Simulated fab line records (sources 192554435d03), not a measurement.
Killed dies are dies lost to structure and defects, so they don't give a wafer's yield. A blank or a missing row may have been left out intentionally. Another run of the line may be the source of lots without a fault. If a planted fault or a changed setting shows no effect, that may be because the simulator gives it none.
Check for tools in common + flow n5_finfet + Sample size 9 lots and 25 wafers

== REASON FOR OPENING ==
N5_BEOL_M4_RC_MEAS_101, reading VT_N_LONG: flagged on 1 of 9 lots. Wafers without a fault read 274.7 mV, standard deviation 2.
Rule: a lot gets a flag if all its wafers with a number sit over 4 standard deviations from that mean, or if no wafer of it has a number. The rest of the lots are taken to be sound.

| lot  | measured     | on        | VT_N_LONG (mV), wafer by wafer | flag    |
|------|--------------|-----------|--------------------------------|---------|
| L612 | day 8 07:31  | prober-01 | 278.5 274.7 277.9              |         |
| L614 | day 8 12:54  | prober-02 | 274.6 274.6 274.4              |         |
| L615 | day 9 09:04  | prober-02 | 273.3 274.7 274.0              |         |
| L619 | day 10 12:10 | prober-01 | 316.9 318.2                    | FLAGGED |
| L622 | day 11 06:03 | prober-01 | 271.4 275.0                    |         |
| L626 | day 11 19:40 | prober-01 | 273.4 273.1 272.4              |         |
| L632 | day 13 12:44 | prober-01 | 270.0 270.6 275.5              |         |
| L634 | day 13 22:20 | prober-02 | 272.0 273.8 272.3              |         |
| L628 | day 14 08:28 | prober-01 | 275.0 272.6 273.1              |         |
The numbers of the flagged lots are 317.5 mV on average: +42.8 mV against the usual, or +21 standard deviations.

== WHICH TOOL EACH LOT WENT THROUGH ==
4 process steps preceding the reading are held in the record, out of 1938 steps in the route. Each cell gives the tool, then ch followed by the chambers the sampled wafers passed through, then the start.
| lot  | flag    | N5_HKMG_FIN_DESCUM_17             | N5_HKMG_FIN_ALD_91                  | N5_HKMG_FIN_NWFM_ALD_20             | N5_HKMG_FIN_ALD_21                 |
|------|---------|-----------------------------------|-------------------------------------|-------------------------------------|------------------------------------|
| L612 |         | rie_diel-01 ch 0,1,3, day 4 09:35 | ald_metal-03 ch 1,2,3, day 4 10:55  | ald_metal-01 ch 0,1,2, day 4 11:54  | ald_metal-03 ch 0,3, day 4 13:05   |
| L614 |         | rie_diel-02 ch 1,2,3, day 4 21:40 | ald_metal-04 ch 2,3, day 4 22:39    | ald_metal-01 ch 0,1,3, day 4 23:40  | ald_metal-01 ch 0,1, day 5 00:51   |
| L615 |         | rie_diel-01 ch 0,2,3, day 5 03:33 | ald_metal-04 ch 0,1, day 5 04:32    | ald_metal-04 ch 1,2,3, day 5 05:32  | ald_metal-01 ch 0,1,2, day 5 06:57 |
| L619 | FLAGGED | rie_diel-04 ch 2,3, day 6 03:58   | ald_metal-04 ch 1,3, day 6 04:57    | ald_metal-01 ch 1,2, day 6 05:55    | ald_metal-01 ch 1,3, day 6 07:11   |
| L622 |         | rie_diel-02 ch 0,3, day 7 02:24   | ald_metal-04 ch 1,3, day 7 03:23    | ald_metal-01 ch 1,2, day 7 04:23    | ald_metal-01 ch 1,3, day 7 05:41   |
| L626 |         | rie_diel-02 ch 1,3, day 7 21:55   | ald_metal-03 ch 0,1,2, day 7 22:55  | ald_metal-04 ch 0,1,3, day 7 23:53  | ald_metal-04 ch 1,2,3, day 8 01:11 |
| L632 |         | rie_diel-01 ch 1,3, day 9 09:17   | ald_metal-01 ch 0,2, day 9 10:16    | ald_metal-04 ch 0,1,2, day 9 11:15  | ald_metal-03 ch 0,1, day 9 12:26   |
| L634 |         | rie_diel-04 ch 1,2, day 9 22:04   | ald_metal-04 ch 0,1,2, day 9 23:03  | ald_metal-04 ch 0,3, day 10 00:08   | ald_metal-01 ch 1,2, day 10 01:23  |
| L628 |         | rie_diel-01 ch 0,2, day 10 00:19  | ald_metal-03 ch 0,1,3, day 10 01:18 | ald_metal-03 ch 0,1,2, day 10 02:18 | ald_metal-04 ch 1,3, day 10 03:29  |
These steps, and what they do:
- N5_HKMG_FIN_DESCUM_17: chemistry O2, time 7.9 s.
- N5_HKMG_FIN_ALD_91: deposits TiN, target thk 1 nm, pulse time 1 s, purge time 3 s.
- N5_HKMG_FIN_NWFM_ALD_20: deposits TiAlC, target thk 2 nm, pulse time 3 s, purge time 2 s.
- N5_HKMG_FIN_ALD_21: deposits TiN, target thk 1.5 nm, pulse time 1 s, purge time 3 s.
- N5_BEOL_M4_RC_MEAS_101

== FLAGGED OVER TOTAL, TOOL BY TOOL (the gauges that took the reading come last) ==
| step                    | tool         | lots run | flagged | share of the flagged lots | sound lots run after its first flagged lot |
|-------------------------|--------------|----------|---------|---------------------------|--------------------------------------------|
| N5_HKMG_FIN_DESCUM_17   | rie_diel-01  | 4        | 0       | none                      | -                                          |
| N5_HKMG_FIN_DESCUM_17   | rie_diel-02  | 3        | 0       | none                      | -                                          |
| N5_HKMG_FIN_DESCUM_17   | rie_diel-04  | 2        | 1       | all                       | 1 (L634)                                   |
| N5_HKMG_FIN_ALD_91      | ald_metal-01 | 1        | 0       | none                      | -                                          |
| N5_HKMG_FIN_ALD_91      | ald_metal-03 | 3        | 0       | none                      | -                                          |
| N5_HKMG_FIN_ALD_91      | ald_metal-04 | 5        | 1       | all                       | 2 (L622,L634)                              |
| N5_HKMG_FIN_NWFM_ALD_20 | ald_metal-01 | 4        | 1       | all                       | 1 (L622)                                   |
| N5_HKMG_FIN_NWFM_ALD_20 | ald_metal-03 | 1        | 0       | none                      | -                                          |
| N5_HKMG_FIN_NWFM_ALD_20 | ald_metal-04 | 4        | 0       | none                      | -                                          |
| N5_HKMG_FIN_ALD_21      | ald_metal-01 | 5        | 1       | all                       | 2 (L622,L634)                              |
| N5_HKMG_FIN_ALD_21      | ald_metal-03 | 2        | 0       | none                      | -                                          |
| N5_HKMG_FIN_ALD_21      | ald_metal-04 | 2        | 0       | none                      | -                                          |
| N5_BEOL_M4_RC_MEAS_101  | prober-01    | 6        | 1       | all                       | 4 (L622,L626,L632,L628)                    |
| N5_BEOL_M4_RC_MEAS_101  | prober-02    | 3        | 0       | none                      | -                                          |

== WHAT THE TABLE ALLOWS ==
5 rows of the table ran every flagged lot: rie_diel-04 at N5_HKMG_FIN_DESCUM_17, ald_metal-04 at N5_HKMG_FIN_ALD_91, ald_metal-01 at N5_HKMG_FIN_NWFM_ALD_20, ald_metal-01 at N5_HKMG_FIN_ALD_21, prober-01 at N5_BEOL_M4_RC_MEAS_101.
- rie_diel-04 at N5_HKMG_FIN_DESCUM_17: 1 of its 2 lots flagged. Sound lots ran on it after the first flagged one (L634), which a lasting fault on the whole tool wouldn't allow.
- ald_metal-04 at N5_HKMG_FIN_ALD_91: 1 of its 5 lots flagged. Sound lots ran on it after the first flagged one (L622, L634), which a lasting fault on the whole tool wouldn't allow.
- ald_metal-01 at N5_HKMG_FIN_NWFM_ALD_20: 1 of its 4 lots flagged. Sound lots ran on it after the first flagged one (L622), which a lasting fault on the whole tool wouldn't allow.
- ald_metal-01 at N5_HKMG_FIN_ALD_21: 1 of its 5 lots flagged. Sound lots ran on it after the first flagged one (L622, L634), which a lasting fault on the whole tool wouldn't allow.
- prober-01 at N5_BEOL_M4_RC_MEAS_101: 1 of its 6 lots flagged. Sound lots ran on it after the first flagged one (L622, L626, L632, L628), which a lasting fault on the whole tool wouldn't allow.
None of the table's rows ran every flagged lot and, after the first, no sound lot.

== WHAT THE SIMULATOR HAD INSERTED ==
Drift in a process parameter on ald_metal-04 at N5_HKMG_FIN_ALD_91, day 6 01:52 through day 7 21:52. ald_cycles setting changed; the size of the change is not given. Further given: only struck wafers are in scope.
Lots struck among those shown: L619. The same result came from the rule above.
